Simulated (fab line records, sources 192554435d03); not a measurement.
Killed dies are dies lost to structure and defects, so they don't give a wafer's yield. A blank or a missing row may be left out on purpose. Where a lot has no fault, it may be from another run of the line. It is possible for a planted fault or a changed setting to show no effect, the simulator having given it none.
The tool behind it: which one? / flow n5 finfet / 12 lots, 36 wafers sampled, at 1 step of a route of 1938

== WHAT EACH GAUGE READ, for each wafer ==
N5_BEOL_M5_INSPECT_58: inspects for defects (darkfield).
lot=L074; measured=day 8 11:46; on=defect inspect-02; raw defect count=99 104 80
lot=L077; measured=day 9 05:24; on=defect inspect-01; raw defect count=92 104 88
lot=L078; measured=day 9 17:58; on=defect inspect-01; raw defect count=87 56 97
lot=L081; measured=day 10 00:28; on=defect inspect-01; raw defect count=36 37 55
lot=L083; measured=day 10 11:23; on=defect inspect-01; raw defect count=55 91 74
lot=L087; measured=day 11 15:48; on=defect inspect-02; raw defect count=31 44 65
lot=L086; measured=day 11 22:50; on=defect inspect-01; raw defect count=43 37 63
lot=L089; measured=day 12 17:08; on=defect inspect-02; raw defect count=67 111 64
lot=L090; measured=day 12 22:35; on=defect inspect-02; raw defect count=106 103 112
lot=L093; measured=day 13 00:34; on=defect inspect-01; raw defect count=126 111 182
lot=L095; measured=day 13 19:49; on=defect inspect-01; raw defect count=86 65 97
lot=L097; measured=day 14 11:14; on=defect inspect-01; raw defect count=58 63 58

== TOOL THAT RAN EACH LOT (tool first, then ch and the chambers of the sampled wafers, then the start) ==
There is no process step in the record ahead of these readings.

== THE ANSWER, worked out from the rows above alone ==
Rule: usual is defined by the lots themselves. Put in order of their means at a reading, lots are off if they are a third of the lots or fewer, leave a main group of 4 or more, and stand apart from it by a gap of 3 or more times the standard deviation of the main group's means; of several such gaps the widest counts. A main group is skipped when, at the precision printed for the reading in the tables above, its means are all equal. A lot without any number at a reading at which 4 lots or more have one is off too. Where the step has rows for the other lots, those lots are counted as sound.
Nothing can be told from this: no lot is off at any reading shown.

== WHAT THE SIMULATOR HAD INSERTED ==
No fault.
